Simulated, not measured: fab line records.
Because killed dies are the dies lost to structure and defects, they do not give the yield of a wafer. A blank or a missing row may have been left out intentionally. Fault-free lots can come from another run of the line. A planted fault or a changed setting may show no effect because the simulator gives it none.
Chamber matching	flow nand-harc	NHARC_A_STAIRCASE_DEP_322 on pecvd-04 has 3 sister chambers
The step deposits SiO2, target thk 3800 nm. 3 wafers are shown with their chamber, then 10 later ones without.

== WAFERS, EACH WITH ITS CHAMBER ==
wafer	chamber	heater-power-w (W)
L083.3	0	592
L083.2	1	643
L083.5	2	772

== WAFERS WHOSE CHAMBER IS MISSING ==
wafer	heater-power-w (W)
L083.6	533
L088.1	829
L088.3	593
L088.6	541
L094.2	750
L094.5	564
L094.6	700
L097.3	654
L097.4	557
L097.6	479

== THE CHAMBER EACH PASSED THROUGH ==
wafer	from the rows above	in truth
L083.6	can't be placed: 0 or 1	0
L088.1	2	2
L088.3	can't be placed: 0 or 1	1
L088.6	can't be placed: 0 or 1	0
L094.2	can't be placed: 2 or 1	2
L094.5	can't be placed: 0 or 1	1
L094.6	can't be placed: 1 or 2 or 0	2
L097.3	can't be placed: 1 or 0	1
L097.4	can't be placed: 0 or 1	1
L097.6	can't be placed: 0 or 1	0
1 of 10 placed correctly. These rows do not allow placing 9 (true chamber among the candidates in 9). Placed wrongly: 0.
How it was worked out, from the rows above alone: a wafer's distance from a chamber is the root of the sum, over the readings, of the square of ((its reading less the chamber's mean) divided by the reading's scatter). The wafer belongs to the nearest chamber; if the next one is less than 2 further off, it can't be placed. Each chamber's mean is taken over the wafers shown for it. The scatter (one wafer shown for each chamber): square how far every hidden wafer sits from the nearest shown wafer, average those squares and take the square root.
